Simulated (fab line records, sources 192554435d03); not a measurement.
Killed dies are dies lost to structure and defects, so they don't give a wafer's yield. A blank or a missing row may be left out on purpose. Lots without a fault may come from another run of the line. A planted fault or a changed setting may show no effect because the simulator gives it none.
fab line records | flow n5_finfet
record lots=7 wafers=21
route steps=1938 shown MIM_BOT_LITHO@1858 TV_OPEN@1888 PASSIVATION@1930
start_h: hours from the record's first day to the start of the lot's first wafer shown | wait_h: hours since the lot's step before | " the same as in the row above | L1.1+2: a row that stands for several wafers | - no value, or no start given | * or withheld: withheld | < > ~ a bound
route shown NAME@n: a module of which the file shows steps, and the number in the route of the first | usual: mean/standard deviation of fault-free wafers | same: alike in all rows | chamber/n: place in a boat | sites: the reading at each site | _std_site: their standard deviation | _edge_site: outer sites' mean less inner sites' | radius_mm: how far each site lies from the wafer's centre | mask NAME#n: copy n | behind: the tool/chamber that last shaped the wafer | hold: why the lot was held/for how many hours/how that ended | device: the transistor (n, p or np) that didn't switch | end of line: the same wafers' tests at the end of the route | a step without rows: its recipe alone | killed: dies lost to structure and defects at the first sort, not the wafer's yield | map: a wafer's dies, x killed, . not, _ none there
set.NAME: the setting as run; set.NAME@STEP: as run at that earlier step | model.NAME: the simulator's own value behind a step, which no gauge read
lots whose settings were changed on purpose; a table a step, a row a wafer
## steps
# step N5_MIM_BOT_LITHO_EXPOSE_05
# recipe mask_id=MIM_BOT na=0.55 source_shape=conventional sigma_outer=0.8 polarization=unpolarized dose_mj=24.25
# columns lot.wafer tool chamber start_h wait_h mask set.dose_mj
L074.1 krf_scanner-02 0 281.16 - MIM_BOT#0 24.25
L074.2+5 " 0 " " MIM_BOT#0 25.84
L075.1+2+3 krf_scanner-02 0 285.50 - MIM_BOT#0 24.25
L077.1+5 krf_scanner-01 0 290.22 - MIM_BOT#0 24.25
L077.3 " 0 " " MIM_BOT#0 23.7
L080.1+2 krf_scanner-01 0 305.23 - MIM_BOT#0 24.25
L080.6 " 0 " " MIM_BOT#0 25.08
L088.1+2 krf_scanner-01 0 338.81 - MIM_BOT#0 25.7
L088.4 " 0 " " MIM_BOT#0 24.25
L092.1+3 krf_scanner-02 0 368.62 - MIM_BOT#0 24.25
L092.2 " 0 " " MIM_BOT#0 25.54
L093.1+2+5 krf_scanner-02 0 389.80 - MIM_BOT#0 24.25
# step N5_MIM_BOT_LITHO_PEB_06
# recipe peb_temp_c=withheld peb_time_s=*
# step N5_MIM_BOT_LITHO_DEVELOP_07
# recipe develop_time_s=60 rinse_liquid=diw dry=air_spin dev_temp_c=21
# step N5_MIM_BOT_LITHO_HARDBAKE_09
# recipe temp_c=130 time_s=120
# step N5_MIM_BOT_LITHO_CD_MEAS_08
# recipe target_cd_nm=3000 landing_energy_ev=500 detector=se_inlens polarity=opening
# usual cd_nm=2999.9/1.3
# columns lot.wafer tool chamber start_h wait_h set.dose_mj@MIM_BOT_LITHO_EXPOSE_05 cd_nm
L074.1 cd_sem-02 0 281.34 - 24.25 2998.9
L074.2 " 0 " " 25.84 3015.0
L074.5 " 0 " " 25.84 3011.3
L075.1 cd_sem-01 0 285.67 - 24.25 3001.0
L075.2 " 0 " " 24.25 2999.6
L075.3 " 0 " " 24.25 3001.1
L077.1 cd_sem-03 0 290.39 - 24.25 2999.1
L077.3 " 0 " " 23.7 2994.8
L077.5 " 0 " " 24.25 3001.0
L080.1 cd_sem-03 0 305.40 - 24.25 2999.4
L080.2 " 0 " " 24.25 2998.9
L080.6 " 0 " " 25.08 3004.4
L088.1 cd_sem-01 0 338.99 - 25.7 3011.4
L088.2 " 0 " " 25.7 3009.6
L088.4 " 0 " " 24.25 2999.4
L092.1 cd_sem-02 0 368.80 - 24.25 3001.8
L092.2 " 0 " " 25.54 3008.9
L092.3 " 0 " " 24.25 2999.8
L093.1 cd_sem-01 0 389.97 - 24.25 2998.7
L093.2 " 0 " " 24.25 3001.3
L093.5 " 0 " " 24.25 2999.7
# step N5_PASSIVATION_VIA_ETCH_13
# recipe chemistry=CHF3/O2 target=SiO2 target_depth_a=6600 CHF3_flow_sccm=50 O2_flow_sccm=5 Ar_flow_sccm=200 time_s=330 mask_material=PR pressure_mtorr=30 source_w=650 bias_w=170 ion_energy_ev=200 ends=cleared
# usual rf_vpp_V=526/4.2
# columns lot.wafer tool chamber start_h wait_h set.source_w rf_vpp_V
L074.1 rie_diel-02 3 284.93 0.0 650 520
L074.2 " 2 " " 757.5 482
L074.5 " 2 " " 757.5 483
L075.1 rie_diel-02 1 289.51 0.0 650 526
L075.2 " 0 " " 650 525
L075.3 " 2 " " 650 521
L077.1 rie_diel-02 0 293.42 0.0 732.9 495
L077.3 " 1 " " 732.9 495
L077.5 " 1 " " 650 528
L080.1 rie_diel-02 0 308.22 0.0 692.4 509
L080.2 " 2 " " 650 520
L080.6 " 3 " " 650 520
L088.1 rie_diel-06 2 341.36 0.0 591.7 556
L088.2 " 1 " " 650 534
L088.4 " 0 " " 650 529
L092.1 rie_diel-04 3 372.83 0.0 650 518
L092.2 " 2 " " 650 528
L092.3 " 1 " " 650 526
L093.1 rie_diel-04 0 393.70 0.0 650 524
L093.2 " 1 " " 611.9 541
L093.5 " 2 " " 650 527
# step N5_PASSIVATION_ETCH_54
# recipe chemistry=CHF3/O2 target=SiO2 target_depth_a=8800 CHF3_flow_sccm=50 O2_flow_sccm=5 Ar_flow_sccm=200 time_s=440 mask_material=PR pressure_mtorr=30 source_w=650 bias_w=170 ion_energy_ev=200
# columns lot.wafer tool chamber start_h wait_h set.time_s model.PASSIVATION.feature_depth_nm model.etch.depth_nm
L074.1 rie_diel-05 3 288.64 0.1 440 862 862
L074.2 " 2 " " 406 792.8 792.7
L074.5 " 3 " " 440 865 865
L075.1 rie_diel-05 3 294.24 0.1 440 857.2 857.1
L075.2 " 1 " " 440 869 869
L075.3 " 2 " " 440 854.2 854.2
L077.1 rie_diel-01 1 297.12 0.1 440 868 868.1
L077.3 " 0 " " 440 887.4 887.5
L077.5 " 3 " " 495.9 985.2 985.1
L080.1 rie_diel-05 2 313.05 0.1 440 859.2 859.2
L080.2 " 3 " " 405.9 796.4 796.5
L080.6 " 0 " " 405.9 827.8 827.9
L088.1 rie_diel-05 0 345.78 0.5 475.8 957.4 957.4
L088.2 " 1 " " 440 879 879
L088.4 " 3 " " 440 858.6 858.5
L092.1 rie_diel-01 1 376.59 0.1 440 884.6 884.6
L092.2 " 0 " " 385 763.8 763.7
L092.3 " 3 " " 385 756.2 756.3
L093.1 rie_diel-03 1 396.86 0.1 440 863.8 863.9
L093.2 " 2 " " 440 878.8 878.8
L093.5 " 0 " " 440 873 873.1
# step N5_PASSIVATION_STRIP_48
# recipe chemistry=O2 power_w=600 temp_c=60 pressure_mtorr=30 rf_frequency_hz=6e+07 bias_power_w=0 overash_fraction=0.5 o2_flow_sccm=225
# columns lot.wafer tool chamber start_h wait_h set.temp_c
L074.1+5 rie_diel-05 3 288.93 0.1 60
L074.2 " 2 " " 62.65
L075.1+2+3 rie_diel-05 3,1,2 294.52 0.1 60
L077.1+3+5 rie_diel-01 1,0,3 297.41 0.1 60
L080.1+2+6 rie_diel-05 2,3,0 313.34 0.1 60
L088.1+2+4 rie_diel-05 0,1,3 346.07 0.1 60
L092.1+3 rie_diel-01 1,3 376.88 0.1 63.48
L092.2 " 0 " " 60
L093.1 rie_diel-03 1 397.15 0.1 60
L093.2+5 " 2,0 " " 57.59
# step N5_PASSIVATION_STRIP_52
# recipe chemistry=post_etch_residue_remover time_s=1200 temp_c=72.5
# step N5_PASSIVATION_CLEAN_71
# recipe chemistry=IPA time_s=180 temp_c=25
# step N5_PASSIVATION_SRD_72
# recipe dry=ipa_marangoni time_s=30 temp_c=23 rinse_liquid=diw
# step N5_PASSIVATION_ANNEAL_56
# recipe temp_c=400 time_s=1800 ambient=FGA idle_temp_c=300 ramp_up_c_per_min=5 ramp_down_c_per_min=3
# step N5_PASSIVATION_PROBE_49
# usual defect_limited_yield=91.0/1.5 killed_at_M0_to_M3=36/12 killed_at_M4_up=14/5.5 killed_at_contacts=11/4.8 killed_at_front_end=42/12 killed_at_other=3.7/2.7 killed_dies=106/18 killed_open=70/13 killed_short=35/8.2 sort_bin_4_leakage=0/0 sort_bin_5_function=5.3/1 sort_bin_6_memory=3.3/0.69 sort_bin_8_speed=0.00/0.007 sort_n_pass=1074/18 sort_yield_pct=91.0/1.5
# same gross_dies=1180 killed_at_back_side=0
# columns lot.wafer tool chamber start_h wait_h set.time_s@PASSIVATION_ETCH_54 defect_limited_yield[%] killed_at_M0_to_M3 killed_at_M4_up killed_at_contacts killed_at_front_end killed_at_other killed_dies killed_open killed_short sort_bin_4_leakage[%] sort_bin_5_function[%] sort_bin_6_memory[%] sort_bin_8_speed[%] sort_n_pass sort_yield_pct[%]
L074.1 prober-02 - 291.44 0.0 440 90.3 40 12 18 41 4 115 83 29 0 5.8 3.8 0 1065 90.3
L074.2 prober-02 - 291.49 0.1 406 88.1 51 6 12 64 8 141 97 37 0 6.9 4.7 0 1039 88.1
L074.5 prober-02 - 291.64 0.2 440 90.3 39 13 13 49 0 114 74 38 90.34 5.6 3.6 0 0 0
L075.1 prober-01 - 297.03 0.0 440 90.9 44 9 9 40 5 107 67 40 0 5.4 3.2 0 1073 90.9
L075.2 prober-01 - 297.08 0.1 440 88.3 54 11 13 58 2 138 89 47 0 7.5 3.7 0 1042 88.3
L075.3 prober-01 - 297.13 0.1 440 88.9 32 15 23 55 6 131 81 47 0 7.0 3.4 0 1049 88.9
L077.1 prober-02 - 299.90 0.0 440 89.3 48 5 10 60 3 126 83 38 0 6.2 3.9 4.41 1002 84.9
L077.3 prober-02 - 300.00 0.1 440 91.4 49 13 6 32 1 101 71 25 0 4.6 3.6 0 1079 91.4
L077.5 prober-02 - 300.10 0.2 495.9 88.5 52 10 6 64 4 136 85 43 0 7.4 3.5 0 1044 88.5
L080.1 prober-01 - 315.83 0.0 440 92.5 21 17 11 34 5 88 59 27 0 4.2 3.0 6.36 1018 86.3
L080.2 prober-01 - 315.88 0.1 405.9 90.0 45 15 5 44 9 118 72 37 0.08 5.8 3.7 1.44 1045 88.6
L080.6 prober-01 - 316.08 0.3 405.9 86.3 96 10 5 36 15 162 56 34 0 8.4 4.4 50.93 417 35.3
L088.1 prober-01 - 348.59 0.1 475.8 90.2 60 5 7 38 6 116 69 47 0 6.4 3.0 0 1064 90.2
L088.2 prober-01 - 348.64 0.1 440 90.3 35 24 7 45 3 114 70 39 0 5.5 3.8 0.08 1066 90.3
L088.4 prober-01 - 348.74 0.2 440 88.3 60 14 8 53 3 138 80 56 0 7.5 3.5 0 1042 88.3
L092.1 prober-01 - 379.78 0.0 440 65.6 82 15 6 302 1 406 87 46 0 28.4 5.6 0 774 65.6
L092.2 prober-01 - 379.83 0.1 385 74.1 31 16 11 54 194 306 72 38 0 21.9 3.4 0.08 874 74.1
L092.3 prober-01 - 379.88 0.1 385 66.9 41 15 3 54 278 391 71 50 0 28.6 4.2 0 789 66.9
L093.1 prober-01 - 399.64 0.0 440 85.8 86 13 6 54 8 167 81 44 85.85 8.1 5.7 0 0 0
L093.2 prober-01 - 399.69 0.1 440 88.0 66 15 19 42 0 142 75 41 87.97 7.3 4.2 0 0 0
L093.5 prober-01 - 399.84 0.2 440 85.2 88 12 12 62 1 175 98 50 0 9.4 5.2 0 1005 85.2
# killed by level:class
L074.1 STI_FIN_REVEAL:geometric_particle:open=17 BEOL_M1:geometric_particle:open=14 MOL_CONTACT_COAG:geometric_particle:open=14 FIN_SAQP:geometric_particle:short=11 BEOL_M0_SAQP:geometric_particle:open=9 BEOL_M2:geometric_particle:open=9 BEOL_M4:geometric_particle:open=7 FIN_SAQP:geometric_particle:open=6
L074.2 FIN_SAQP:geometric_particle:open=17 STI_FIN_REVEAL:geometric_particle:open=15 BEOL_M0_SAQP:geometric_particle:short=15 BEOL_M0_SAQP:geometric_particle:open=14 BEOL_M1:geometric_particle:open=12 FIN_SAQP:geometric_particle:short=10 MOL_CONTACT_COAG:geometric_particle:open=10 DUMMY_GATE:geometric_particle:open=9
L074.5 FIN_SAQP:geometric_particle:open=15 BEOL_M1:geometric_particle:open=12 FIN_SAQP:geometric_particle:short=11 MOL_CONTACT_COAG:geometric_particle:open=11 BEOL_M0_SAQP:geometric_particle:short=10 BEOL_M0_SAQP:geometric_particle:open=6 BEOL_M2:geometric_particle:open=5 BEOL_M4:geometric_particle:open=5
L075.1 FIN_SAQP:geometric_particle:short=12 FIN_SAQP:geometric_particle:open=12 MOL_CONTACT_COAG:geometric_particle:open=8 BEOL_M0_SAQP:geometric_particle:short=8 BEOL_M1:geometric_particle:open=8 BEOL_M3:geometric_particle:open=8 BEOL_M2:geometric_particle:open=7 BEOL_M0_SAQP:geometric_particle:open=6
L075.2 BEOL_M2:geometric_particle:open=21 FIN_SAQP:geometric_particle:short=10 STI_FIN_REVEAL:geometric_particle:open=10 MOL_CONTACT_COAG:geometric_particle:open=9 BEOL_M3:geometric_particle:open=9 ILD0:geometric_particle:short=6 BEOL_M0_SAQP:geometric_particle:open=6 FIN_SAQP:geometric_particle:open=5
L075.3 MOL_CONTACT_COAG:geometric_particle:open=14 FIN_SAQP:geometric_particle:open=11 MOL_CONTACT_COAG:geometric_particle:short=9 FIN_SAQP:geometric_particle:short=8 DUMMY_GATE:geometric_particle:open=7 BEOL_M3:geometric_particle:open=7 BEOL_M4:geometric_particle:open=6 BEOL_M2:geometric_particle:open=6
L077.1 STI_FIN_REVEAL:geometric_particle:open=21 BEOL_M3:geometric_particle:open=12 FIN_SAQP:geometric_particle:open=9 MOL_CONTACT_COAG:geometric_particle:open=8 BEOL_M0_SAQP:geometric_particle:open=8 BEOL_M0_SAQP:geometric_particle:short=6 GATE_CUT:geometric_particle:short=6 BEOL_M1:geometric_particle:open=5
L077.3 BEOL_M1:geometric_particle:open=11 BEOL_M0:geometric_particle:open=11 BEOL_M0_SAQP:geometric_particle:open=8 BEOL_M3:geometric_particle:open=8 GATE_CUT:geometric_particle:short=6 STI_FIN_REVEAL:geometric_particle:open=6 BEOL_M4:geometric_particle:open=6 FIN_SAQP:geometric_particle:open=5
L077.5 FIN_SAQP:geometric_particle:open=16 BEOL_M0_SAQP:geometric_particle:open=16 BEOL_M0_SAQP:geometric_particle:short=13 STI_FIN_REVEAL:geometric_particle:open=9 FIN_SAQP:geometric_particle:short=8 SDB:area_etch=8 BEOL_M1:geometric_particle:open=7 BEOL_M3:geometric_particle:open=7
L080.1 FIN_SAQP:geometric_particle:open=12 BEOL_M4:geometric_particle:open=10 MOL_CONTACT_COAG:geometric_particle:open=9 FIN_SAQP:geometric_particle:short=7 GATE_CUT:geometric_particle:short=7 BEOL_M2:geometric_particle:open=7 DUMMY_GATE:geometric_particle:open=5 BEOL_M1:geometric_particle:open=4
L080.2 BEOL_M2:geometric_particle:open=14 BEOL_M0_SAQP:geometric_particle:open=11 FIN_SAQP:geometric_particle:short=10 FIN_SAQP:geometric_particle:open=9 BEOL_M0_SAQP:geometric_particle:short=9 DUMMY_GATE:geometric_particle:open=7 BEOL_M3:geometric_particle:open=6 BEOL_M4:geometric_particle:open=6
L080.6 BEOL_M0_SAQP:area_expose=70 BEOL_M2:geometric_particle:open=10 FIN_SAQP:geometric_particle:open=8 GATE_CUT:geometric_particle:short=8 MIM_TOP:geometric_particle:open=5 GATE_CUT:geometric_particle:open=4 MOL_CONTACT_COAG:geometric_particle:open=4 BEOL_M0_SAQP:geometric_particle:short=4
L088.1 BEOL_M0_SAQP:geometric_particle:short=14 BEOL_M0_SAQP:geometric_particle:open=13 BEOL_M2:geometric_particle:open=12 STI_FIN_REVEAL:geometric_particle:open=9 BEOL_M1:geometric_particle:open=7 FIN_SAQP:geometric_particle:short=5 MOL_CONTACT_COAG:geometric_particle:open=5 GATE_CUT:geometric_particle:short=5
L088.2 BEOL_M2:geometric_particle:open=13 STI_FIN_REVEAL:geometric_particle:open=12 GATE_CUT:geometric_particle:short=8 FIN_SAQP:geometric_particle:short=6 BEOL_M0_SAQP:geometric_particle:short=6 BEOL_M4:geometric_particle:open=6 MOL_CONTACT_COAG:geometric_particle:open=5 STI_FIN_REVEAL:geometric_particle:short=4
L088.4 BEOL_M0_SAQP:geometric_particle:short=14 BEOL_M1:geometric_particle:open=12 FIN_SAQP:geometric_particle:short=10 STI_FIN_REVEAL:geometric_particle:open=10 BEOL_M0_SAQP:geometric_particle:open=10 MOL_CONTACT_COAG:geometric_particle:open=7 BEOL_M1:geometric_particle:short=7 FIN_SAQP:geometric_particle:open=6
L092.1 SD_EPI_P:area_etch=236 BEOL_M0_SAQP:area_expose=37 STI_FIN_REVEAL:geometric_particle:open=18 BEOL_M0_SAQP:geometric_particle:open=14 FIN_SAQP:geometric_particle:open=11 FIN_SAQP:geometric_particle:short=9 GATE_CUT:geometric_particle:short=8 BEOL_M3:geometric_particle:open=6
L092.2 PASSIVATION:area_etch=194 STI_FIN_REVEAL:geometric_particle:open=11 FIN_SAQP:geometric_particle:open=10 FIN_SAQP:geometric_particle:short=9 MOL_CONTACT_COAG:geometric_particle:open=9 BEOL_M0_SAQP:geometric_particle:short=9 BEOL_M1:geometric_particle:open=7 STI_FIN_REVEAL:geometric_particle:short=6
L092.3 PASSIVATION:area_etch=270 STI_FIN_REVEAL:geometric_particle:open=15 BEOL_M0_SAQP:geometric_particle:short=9 FIN_SAQP:geometric_particle:open=8 FIN_SAQP:geometric_particle:short=8 BEOL_M2:geometric_particle:short=8 DUMMY_GATE:geometric_particle:open=7 BEOL_M0_SAQP:geometric_particle:open=7
L093.1 BEOL_M0_SAQP:area_expose=41 STI_FIN_REVEAL:geometric_particle:open=12 FIN_SAQP:geometric_particle:open=11 FIN_SAQP:geometric_particle:short=9 BEOL_M0_SAQP:geometric_particle:short=7 BEOL_M0_SAQP:geometric_particle:open=7 BEOL_M2:geometric_particle:open=7 MOL_CONTACT_COAG:geometric_particle:open=6
L093.2 BEOL_M0_SAQP:area_expose=26 MOL_CONTACT_COAG:geometric_particle:open=15 BEOL_M0_SAQP:geometric_particle:open=9 FIN_SAQP:geometric_particle:open=8 BEOL_M0_SAQP:geometric_particle:short=8 FIN_SAQP:geometric_particle:short=7 STI_FIN_REVEAL:geometric_particle:open=7 BEOL_M1:geometric_particle:open=6
L093.5 BEOL_M0_SAQP:area_expose=27 FIN_SAQP:geometric_particle:open=16 STI_FIN_REVEAL:geometric_particle:open=16 BEOL_M2:geometric_particle:open=16 FIN_SAQP:geometric_particle:short=12 BEOL_M0_SAQP:geometric_particle:short=11 MOL_CONTACT_COAG:geometric_particle:open=9 BEOL_M0_SAQP:geometric_particle:open=8
## key
split step=N5_MIM_BOT_LITHO_EXPOSE_05 setting=dose_mj stated=24.25 by=wafer
response step=N5_MIM_BOT_LITHO_CD_MEAS_08 reading=cd_nm change=+1.88 per=1% r=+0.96
split step=N5_PASSIVATION_VIA_ETCH_13 setting=source_w stated=650 by=wafer
response step=N5_PASSIVATION_VIA_ETCH_13 reading=rf_vpp_V change=-2.39 per=1% r=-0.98
split step=N5_PASSIVATION_ETCH_54 setting=time_s stated=440 by=wafer
response step=N5_PASSIVATION_ETCH_54 reading=model.PASSIVATION.feature_depth_nm change=+9.05 per=1% r=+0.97
response step=N5_PASSIVATION_ETCH_54 reading=model.etch.depth_nm change=+9.04 per=1% r=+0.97
response step=N5_PASSIVATION_PROBE_49 reading=killed_at_front_end shape=bent at_lowest=54 at_stated=66 at_highest=64
split step=N5_PASSIVATION_STRIP_48 setting=temp_c stated=60 by=wafer
response none clear
